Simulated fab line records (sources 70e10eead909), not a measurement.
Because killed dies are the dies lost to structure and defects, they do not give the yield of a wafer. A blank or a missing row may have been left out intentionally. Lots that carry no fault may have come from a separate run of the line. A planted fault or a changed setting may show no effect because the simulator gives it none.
What tool caused it? :: flow nand-harc :: 7 lots, 21 wafers sampled, at 4 steps of a route of 1159

== WHAT THE GAUGES READ, wafer by wafer ==
NHARC_A_BLC_CD_MEAS_19.
lot: L836
measured: day 17 15:39
on: cd-sem-01
cd-nm (nm): 92.3 100.8 94.8

lot: L834
measured: day 17 20:41
on: cd-sem-01
cd-nm (nm): 98.3 100.3 99.1

lot: L842
measured: day 19 21:04
on: cd-sem-03
cd-nm (nm): 98.5 99.0 94.9

lot: L844
measured: day 20 00:30
on: cd-sem-03
cd-nm (nm): 92.6 96.9 99.8

lot: L846
measured: day 20 15:43
on: cd-sem-01
cd-nm (nm): 103.8 101.5 98.0

lot: L851
measured: day 22 13:49
on: cd-sem-02
cd-nm (nm): 99.7 96.0 97.8

lot: L854
measured: day 23 09:49
on: cd-sem-02
cd-nm (nm): 101.7 98.5 102.8

== WHAT TOOL EACH LOT RAN ON (gives the tool, then ch and the chambers of the sampled wafers, and finally the start) ==
lot: L836
NHARC_A_CONTACT_ETCH_137: har-cap-etch-03 ch 0,1, day 17 10:41
NHARC_A_CONTACT_ETCH_138: har-cap-etch-03 ch 0,1, day 17 10:52
NHARC_A_BLC_EXPOSE_07: arfi-scanner-02 ch 0, day 17 14:21

lot: L834
NHARC_A_CONTACT_ETCH_137: har-cap-etch-01 ch 0,1, day 17 15:42
NHARC_A_CONTACT_ETCH_138: har-cap-etch-01 ch 0,1, day 17 15:50
NHARC_A_BLC_EXPOSE_07: arfi-scanner-01 ch 0, day 17 19:23

lot: L842
NHARC_A_CONTACT_ETCH_137: har-cap-etch-01 ch 0,1, day 19 15:30
NHARC_A_CONTACT_ETCH_138: har-cap-etch-01 ch 0,1, day 19 15:37
NHARC_A_BLC_EXPOSE_07: arfi-scanner-02 ch 0, day 19 19:46

lot: L844
NHARC_A_CONTACT_ETCH_137: har-cap-etch-03 ch 0,1, day 19 19:31
NHARC_A_CONTACT_ETCH_138: har-cap-etch-03 ch 0,1, day 19 19:38
NHARC_A_BLC_EXPOSE_07: arfi-scanner-02 ch 0, day 19 23:13

lot: L846
NHARC_A_CONTACT_ETCH_137: har-cap-etch-03 ch 0,1, day 20 06:08
NHARC_A_CONTACT_ETCH_138: har-cap-etch-03 ch 0,1, day 20 06:15
NHARC_A_BLC_EXPOSE_07: arfi-scanner-01 ch 0, day 20 14:17

lot: L851
NHARC_A_CONTACT_ETCH_137: har-cap-etch-01 ch 0,1, day 22 04:03
NHARC_A_CONTACT_ETCH_138: har-cap-etch-01 ch 0,1, day 22 04:13
NHARC_A_BLC_EXPOSE_07: arfi-scanner-03 ch 0, day 22 12:32

lot: L854
NHARC_A_CONTACT_ETCH_137: har-cap-etch-03 ch 0,1, day 23 04:37
NHARC_A_CONTACT_ETCH_138: har-cap-etch-03 ch 0,1, day 23 04:44
NHARC_A_BLC_EXPOSE_07: arfi-scanner-01 ch 0, day 23 08:31
- NHARC_A_CONTACT_ETCH_137: etches the open film in C4F8/O2/Ar, time 132 s, target depth 1287 nm.
- NHARC_A_CONTACT_ETCH_138: etches the open film in C4F8/O2/Ar, time 132 s, target depth 1289 nm.
- NHARC_A_BLC_EXPOSE_07: exposes mask A BLC, target cd 100 nm.

== THE ANSWER, worked out from the rows above alone ==
Rule: usual is defined by the lots themselves. The widest of any qualifying gaps counts: lots, ordered by their means at a reading, are off when they make up no more than a third of the lots, leave a main group of 4 or more, and stand apart from it by 3 or more times the standard deviation of that group's means. A main group whose means are all the same, to the digits that the tables above print for the reading, isn't used. A lot without any number at a reading at which 4 lots or more have one is off too. The other lots that the step has rows for count as sound.
Across all readings shown, no lot is off: no conclusion can be drawn from this.

== WHAT WAS PUT IN BY THE SIMULATOR ==
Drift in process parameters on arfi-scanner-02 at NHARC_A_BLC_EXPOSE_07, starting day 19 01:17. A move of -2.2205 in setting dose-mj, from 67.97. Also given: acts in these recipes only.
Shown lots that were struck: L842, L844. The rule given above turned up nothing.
